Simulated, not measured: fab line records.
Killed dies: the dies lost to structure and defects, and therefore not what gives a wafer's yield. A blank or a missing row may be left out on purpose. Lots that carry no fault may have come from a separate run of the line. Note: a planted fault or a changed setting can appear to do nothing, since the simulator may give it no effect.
Which tool did it? :: flow nand_harc :: 42 wafers from 14 lots sampled at 5 of the route's 1159 steps

## WHAT EACH GAUGE READ, for each wafer
NHARC_THIN_TSV_INSPECT_40.
lot: L793
measured: day 20 10:13
on: defect_inspect-02
raw_defect_count: 398 440 464

lot: L795
measured: day 20 16:43
on: defect_inspect-02
raw_defect_count: 602 709 680

lot: L796
measured: day 21 01:30
on: defect_inspect-02
raw_defect_count: 384 414 355

lot: L798
measured: day 21 18:11
on: defect_inspect-01
raw_defect_count: 379 576 419

lot: L802
measured: day 24 01:46
on: defect_inspect-02
raw_defect_count: 478 345 408

lot: L801
measured: day 24 01:46
on: defect_inspect-01
raw_defect_count: 434 400 399

lot: L804
measured: day 24 09:14
on: defect_inspect-02
raw_defect_count: 460 446 388

lot: L799
measured: day 24 09:13
on: defect_inspect-02
raw_defect_count: 439 322 366

lot: L800
measured: day 25 07:16
on: defect_inspect-02
raw_defect_count: 372 399 433

lot: L810
measured: day 26 00:23
on: defect_inspect-02
raw_defect_count: 519 463

lot: L809
measured: day 26 00:23
on: defect_inspect-02
raw_defect_count: 449 515

lot: L813
measured: day 26 05:51
on: defect_inspect-02
raw_defect_count: 466 527 606

lot: L816
measured: day 26 05:52
on: defect_inspect-02
raw_defect_count: 552 591 474

lot: L815
measured: day 26 12:12
on: defect_inspect-01
raw_defect_count: 384 375 483

NHARC_END_SORT_01.
lot: L793
measured: day 20 20:28
on: prober-02
defect_limited_yield (%): 95.7 95.1 94.5
killed_at_array: 26 30 34
killed_at_other: 1 1 0
killed_at_periphery: 2 2 3
killed_dies: 29 33 37
killed_open: 1 2 2
killed_short: 3 2 2
sort_bin_2_pct (%): 1.5 1.8 1.2
sort_bin_3_pct (%): 0 0.15 0.59
sort_bin_4_pct (%): 2.8 3.0 3.7
sort_n_pass: 648 644 640
sort_rim_yield_pct (%): 99.1 96.2 96.2
sort_yield_pct (%): 95.7 95.1 94.5

lot: L795
measured: day 21 04:14
on: prober-02
defect_limited_yield (%): 97.9 98.1 97.8
killed_at_array: 11 12 12
killed_at_other: 1 0 0
killed_at_periphery: 2 1 3
killed_dies: 14 13 15
killed_open: 4 1 1
killed_short: 1 0 1
sort_bin_2_pct (%): 0.4 0.7 0.6
sort_bin_3_pct (%): 0 0 0
sort_bin_4_pct (%): 1.6 1.2 1.6
sort_n_pass: 663 664 662
sort_rim_yield_pct (%): 98.1 99.1 100.0
sort_yield_pct (%): 97.9 98.1 97.8

lot: L796
measured: day 21 12:03
on: prober-02
defect_limited_yield (%): 97.6 96.6 98.2
killed_at_array: 15 22 12
killed_at_other: 0 0 0
killed_at_periphery: 1 1 0
killed_dies: 16 23 12
killed_open: 3 1 2
killed_short: 2 2 0
sort_bin_2_pct (%): 1.0 1.0 0.6
sort_bin_3_pct (%): 0.15 0.30 0.15
sort_bin_4_pct (%): 1.2 2.1 1.0
sort_n_pass: 661 654 665
sort_rim_yield_pct (%): 94.3 95.3 98.1
sort_yield_pct (%): 97.6 96.6 98.2

lot: L798
measured: day 21 23:42
on: prober-01
defect_limited_yield (%): 97.3 96.0 96.9
killed_at_array: 15 23 18
killed_at_other: 0 0 0
killed_at_periphery: 3 4 3
killed_dies: 18 27 21
killed_open: 0 3 3
killed_short: 0 1 1
sort_bin_2_pct (%): 0.4 0.7 1.0
sort_bin_3_pct (%): 0 0.15 0
sort_bin_4_pct (%): 2.2 3.1 2.1
sort_n_pass: 659 650 656
sort_rim_yield_pct (%): 100.0 99.1 95.3
sort_yield_pct (%): 97.3 96.0 96.9

lot: L802
measured: day 24 06:23
on: prober-01
defect_limited_yield (%): 98.5 97.5 97.8
killed_at_array: 8 12 13
killed_at_other: 0 1 1
killed_at_periphery: 2 4 1
killed_dies: 10 17 15
killed_open: 0 2 2
killed_short: 0 6 1
sort_bin_2_pct (%): 0.6 0.9 0.6
sort_bin_3_pct (%): 0.15 0.30 0
sort_bin_4_pct (%): 0.7 1.3 1.6
sort_n_pass: 667 660 662
sort_rim_yield_pct (%): 97.2 97.2 95.3
sort_yield_pct (%): 98.5 97.5 97.8

lot: L801
measured: day 24 13:26
on: prober-01
defect_limited_yield (%): 96.9 95.3 95.6
killed_at_array: 20 24 24
killed_at_other: 0 4 2
killed_at_periphery: 1 4 4
killed_dies: 21 32 30
killed_open: 2 3 5
killed_short: 0 2 2
sort_bin_2_pct (%): 0.7 1.6 1.0
sort_bin_3_pct (%): 0 0.15 0.44
sort_bin_4_pct (%): 2.4 3.0 3.0
sort_n_pass: 656 645 647
sort_rim_yield_pct (%): 98.1 97.2 97.2
sort_yield_pct (%): 96.9 95.3 95.6

lot: L804
measured: day 24 22:54
on: prober-01
defect_limited_yield (%): 94.2 95.6 94.4
killed_at_array: 36 30 35
killed_at_other: 1 0 0
killed_at_periphery: 2 0 3
killed_dies: 39 30 38
killed_open: 2 0 4
killed_short: 1 2 1
sort_bin_2_pct (%): 1.9 1.3 2.5
sort_bin_3_pct (%): 1.03 0.44 0.44
sort_bin_4_pct (%): 2.8 2.7 2.7
sort_n_pass: 638 647 639
sort_rim_yield_pct (%): 95.3 95.3 97.2
sort_yield_pct (%): 94.2 95.6 94.4

lot: L799
measured: day 24 20:20
on: prober-02
defect_limited_yield (%): 97.6 97.5 97.9
killed_at_array: 13 15 10
killed_at_other: 0 0 0
killed_at_periphery: 3 2 4
killed_dies: 16 17 14
killed_open: 4 2 1
killed_short: 1 3 2
sort_bin_2_pct (%): 0.6 0.6 0
sort_bin_3_pct (%): 0 0 0.15
sort_bin_4_pct (%): 1.8 1.9 1.9
sort_n_pass: 661 660 663
sort_rim_yield_pct (%): 97.2 96.2 94.3
sort_yield_pct (%): 97.6 97.5 97.9

lot: L800
measured: day 25 11:08
on: prober-02
defect_limited_yield (%): 96.2 97.8 97.0
killed_at_array: 18 12 16
killed_at_other: 4 1 3
killed_at_periphery: 4 2 1
killed_dies: 26 15 20
killed_open: 6 2 5
killed_short: 1 1 4
sort_bin_2_pct (%): 1.3 0.3 0.4
sort_bin_3_pct (%): 0 0.15 0
sort_bin_4_pct (%): 2.5 1.8 2.5
sort_n_pass: 651 662 657
sort_rim_yield_pct (%): 97.2 98.1 97.2
sort_yield_pct (%): 96.2 97.8 97.0

lot: L810
measured: day 26 06:05
on: prober-02
defect_limited_yield (%): 0 93.8 94.1
killed_at_array: 673 41 38
killed_at_other: 0 0 0
killed_at_periphery: 4 1 2
killed_dies: 677 42 40
killed_open: 3 0 4
killed_short: 3 2 1
sort_bin_2_pct (%): 95.4 1.2 1.5
sort_bin_3_pct (%): 0.30 0.44 0.30
sort_bin_4_pct (%): 4.3 4.6 4.1
sort_n_pass: 0 635 637
sort_rim_yield_pct (%): 0 97.2 93.4
sort_yield_pct (%): 0 93.8 94.1

lot: L809
measured: day 26 09:20
on: prober-01
defect_limited_yield (%): 95.1 0 93.1
killed_at_array: 31 668 39
killed_at_other: 0 1 1
killed_at_periphery: 2 8 7
killed_dies: 33 677 47
killed_open: 4 4 3
killed_short: 4 1 5
sort_bin_2_pct (%): 1.5 96.2 1.6
sort_bin_3_pct (%): 0.15 0.30 0.30
sort_bin_4_pct (%): 3.2 3.5 5.0
sort_n_pass: 644 0 630
sort_rim_yield_pct (%): 98.1 0 99.1
sort_yield_pct (%): 95.1 0 93.1

lot: L813
measured: day 26 21:41
on: prober-02
defect_limited_yield (%): 96.8 97.0 95.9
killed_at_array: 15 17 21
killed_at_other: 1 0 0
killed_at_periphery: 6 3 7
killed_dies: 22 20 28
killed_open: 4 4 7
killed_short: 0 1 1
sort_bin_2_pct (%): 1.6 1.2 0.6
sort_bin_3_pct (%): 0 0.30 0.15
sort_bin_4_pct (%): 1.6 1.5 3.4
sort_n_pass: 655 657 649
sort_rim_yield_pct (%): 99.1 97.2 96.2
sort_yield_pct (%): 96.8 97.0 95.9

lot: L816
measured: day 27 02:29
on: prober-01
defect_limited_yield (%): 94.4 95.7 93.9
killed_at_array: 25 21 32
killed_at_other: 0 1 2
killed_at_periphery: 13 7 7
killed_dies: 38 29 41
killed_open: 7 5 3
killed_short: 3 3 2
sort_bin_2_pct (%): 2.7 1.9 2.4
sort_bin_3_pct (%): 0 0.44 0
sort_bin_4_pct (%): 3.0 1.9 3.7
sort_n_pass: 639 648 636
sort_rim_yield_pct (%): 89.6 97.2 98.1
sort_yield_pct (%): 94.4 95.7 93.9

lot: L815
measured: day 27 14:03
on: prober-02
defect_limited_yield (%): 93.9 95.1 94.1
killed_at_array: 36 30 34
killed_at_other: 1 1 2
killed_at_periphery: 4 2 4
killed_dies: 41 33 40
killed_open: 5 2 4
killed_short: 1 2 0
sort_bin_2_pct (%): 2.5 1.9 1.9
sort_bin_3_pct (%): 0.15 0 0.59
sort_bin_4_pct (%): 3.4 3.0 3.4
sort_n_pass: 636 644 637
sort_rim_yield_pct (%): 96.2 99.1 95.3
sort_yield_pct (%): 93.9 95.1 94.1

## WHAT TOOL EACH LOT RAN ON (gives the tool, then ch and the chambers of the sampled wafers, and finally the start)
lot: L793
NHARC_A_M0_DEP_00: pecvd-03 ch 0,2, day 18 19:35
NHARC_THIN_TSV_PVD_19: pvd_sputter-01, day 20 03:07 or earlier
NHARC_THIN_TSV_PRE_CLEAN_54: pvd_sputter-01, day 20 03:07

lot: L795
NHARC_A_M0_DEP_00: pecvd-02 ch 1,2, day 19 02:53
NHARC_THIN_TSV_PVD_19: pvd_sputter-02, day 20 09:50 or earlier
NHARC_THIN_TSV_PRE_CLEAN_54: pvd_sputter-01, day 20 09:50

lot: L796
NHARC_A_M0_DEP_00: pecvd-01 ch 0,1,2, day 19 08:56
NHARC_THIN_TSV_PVD_19: pvd_sputter-01, day 20 17:21 or earlier
NHARC_THIN_TSV_PRE_CLEAN_54: pvd_sputter-02, day 20 17:21

lot: L798
NHARC_A_M0_DEP_00: pecvd-02 ch 0,1,2, day 20 05:12
NHARC_THIN_TSV_PVD_19: pvd_sputter-01, day 21 11:22 or earlier
NHARC_THIN_TSV_PRE_CLEAN_54: pvd_sputter-01, day 21 11:22

lot: L802
NHARC_A_M0_DEP_00: pecvd-01 ch 0,1,2, day 22 10:23
NHARC_THIN_TSV_PVD_19: pvd_sputter-02, day 23 19:02 or earlier
NHARC_THIN_TSV_PRE_CLEAN_54: pvd_sputter-03, day 23 19:02

lot: L801
NHARC_A_M0_DEP_00: pecvd-03 ch 0,1,2, day 22 10:28
NHARC_THIN_TSV_PVD_19: pvd_sputter-02, day 23 20:35 or earlier
NHARC_THIN_TSV_PRE_CLEAN_54: pvd_sputter-02, day 23 20:35

lot: L804
NHARC_A_M0_DEP_00: pecvd-01 ch 0,1,2, day 22 20:04
NHARC_THIN_TSV_PVD_19: pvd_sputter-03, day 24 03:18 or earlier
NHARC_THIN_TSV_PRE_CLEAN_54: pvd_sputter-03, day 24 03:18

lot: L799
NHARC_A_M0_DEP_00: pecvd-01 ch 1,2, day 22 20:23
NHARC_THIN_TSV_PVD_19: pvd_sputter-03, day 24 01:53 or earlier
NHARC_THIN_TSV_PRE_CLEAN_54: pvd_sputter-02, day 24 01:53

lot: L800
NHARC_A_M0_DEP_00: pecvd-03 ch 0,1,2, day 23 18:27
NHARC_THIN_TSV_PVD_19: pvd_sputter-01, day 25 00:10 or earlier
NHARC_THIN_TSV_PRE_CLEAN_54: pvd_sputter-03, day 25 00:10

lot: L810
NHARC_A_M0_DEP_00: pecvd-03 ch 0,2, day 24 08:32
NHARC_THIN_TSV_PVD_19: pvd_sputter-03, day 25 17:04 or earlier
NHARC_THIN_TSV_PRE_CLEAN_54: pvd_sputter-03, day 25 17:04

lot: L809
NHARC_A_M0_DEP_00: pecvd-03 ch 0,1,2, day 24 08:56
NHARC_THIN_TSV_PVD_19: pvd_sputter-02, day 25 18:22 or earlier
NHARC_THIN_TSV_PRE_CLEAN_54: pvd_sputter-01, day 25 18:22

lot: L813
NHARC_A_M0_DEP_00: pecvd-02 ch 0,1,2, day 24 17:13
NHARC_THIN_TSV_PVD_19: pvd_sputter-03, day 26 01:12 or earlier
NHARC_THIN_TSV_PRE_CLEAN_54: pvd_sputter-02, day 26 01:12

lot: L816
NHARC_A_M0_DEP_00: pecvd-01 ch 0,1,2, day 24 19:47
NHARC_THIN_TSV_PVD_19: pvd_sputter-03, day 26 00:28 or earlier
NHARC_THIN_TSV_PRE_CLEAN_54: pvd_sputter-03, day 26 00:28

lot: L815
NHARC_A_M0_DEP_00: pecvd-01 ch 1,2, day 24 20:58
NHARC_THIN_TSV_PVD_19: pvd_sputter-03, day 26 05:11 or earlier
NHARC_THIN_TSV_PRE_CLEAN_54: pvd_sputter-01, day 26 05:11
- NHARC_A_M0_DEP_00: deposits SiOC, target thk 150 nm.
- NHARC_THIN_TSV_PVD_19: deposits TaN, target thk 20 nm.
- NHARC_THIN_TSV_PRE_CLEAN_54: time 30 s.

## AS READ BY THE TOOLS THEMSELVES (means over the sampled wafers that have a number; for cases with no such wafer, the mark the record gives instead)
NHARC_THIN_TSV_PVD_19.
lot: L793
tool: pvd_sputter-01
throttle_valve_pct (%): 29.6

lot: L795
tool: pvd_sputter-02
throttle_valve_pct (%): 29.9

lot: L796
tool: pvd_sputter-01
throttle_valve_pct (%): 29.3

lot: L798
tool: pvd_sputter-01
throttle_valve_pct (%): 30.0

lot: L802
tool: pvd_sputter-02
throttle_valve_pct (%): 30.2

lot: L801
tool: pvd_sputter-02
throttle_valve_pct (%): 29.6

lot: L804
tool: pvd_sputter-03
throttle_valve_pct (%): 29.3

lot: L799
tool: pvd_sputter-03
throttle_valve_pct (%): 29.3

lot: L800
tool: pvd_sputter-01
throttle_valve_pct (%): 29.8

lot: L810
tool: pvd_sputter-03
throttle_valve_pct (%): 29.4

lot: L809
tool: pvd_sputter-02
throttle_valve_pct (%): 30.0

lot: L813
tool: pvd_sputter-03
throttle_valve_pct (%): 29.7

lot: L816
tool: pvd_sputter-03
throttle_valve_pct (%): 29.7

lot: L815
tool: pvd_sputter-03
throttle_valve_pct (%): 29.6

NHARC_THIN_TSV_PRE_CLEAN_54.
lot: L793
tool: pvd_sputter-01
heater_power_w (W): 418

lot: L795
tool: pvd_sputter-01
heater_power_w (W): 422

lot: L796
tool: pvd_sputter-02
heater_power_w (W): 392

lot: L798
tool: pvd_sputter-01
heater_power_w (W): 424

lot: L802
tool: pvd_sputter-03
heater_power_w (W): 406

lot: L801
tool: pvd_sputter-02
heater_power_w (W): 441

lot: L804
tool: pvd_sputter-03
heater_power_w (W): 405

lot: L799
tool: pvd_sputter-02
heater_power_w (W): 432

lot: L800
tool: pvd_sputter-03
heater_power_w (W): 395

lot: L810
tool: pvd_sputter-03
heater_power_w (W): 437

lot: L809
tool: pvd_sputter-01
heater_power_w (W): 438

lot: L813
tool: pvd_sputter-02
heater_power_w (W): 410

lot: L816
tool: pvd_sputter-03
heater_power_w (W): 414

lot: L815
tool: pvd_sputter-01
heater_power_w (W): 440

## THE ANSWER, worked out from the rows above alone
Rule: what is usual is taken from the lots themselves. The widest of any qualifying gaps counts: lots, ordered by their means at a reading, are off when they make up no more than a third of the lots, leave a main group of 4 or more, and stand apart from it by 3 or more times the standard deviation of that group's means. Not used: any main group whose means are identical at the precision the tables above print for the reading. Also off: a lot with no number at a reading for which 4 or more lots have one. Any other lot the step has rows for is counted as sound. The gauges are gone through in route order, then the tools' own readings, and for those a lot's mean is taken as printed above. At the first step where some lot is off, the reading lying furthest off is the one used; lots without a number count as furthest.
Off at NHARC_END_SORT_01 (sort_bin_2_pct): L810, L809. The main group: mean 1.2 %, standard deviation 0.62.
If a tool, at a process step before that reading, ran all the lots that are off and no sound lot after the first of them, it fits. The gauges at NHARC_END_SORT_01 are tried like those tools. Because NHARC_THIN_TSV_PVD_19 lacks a start for some lots, the hours and order of its lots are taken from NHARC_THIN_TSV_PRE_CLEAN_54. One fits: NHARC_A_M0_DEP_00 on pecvd-03. Its last sound lot is L800 (day 23 18:27), its first lot that is off L810 (day 24 08:32): a fault that began between those two fits.

## WHAT HAD BEEN PUT IN BY THE SIMULATOR
pecvd-03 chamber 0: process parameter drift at NHARC_A_M0_DEP_00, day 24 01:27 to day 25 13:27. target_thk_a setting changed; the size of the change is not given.
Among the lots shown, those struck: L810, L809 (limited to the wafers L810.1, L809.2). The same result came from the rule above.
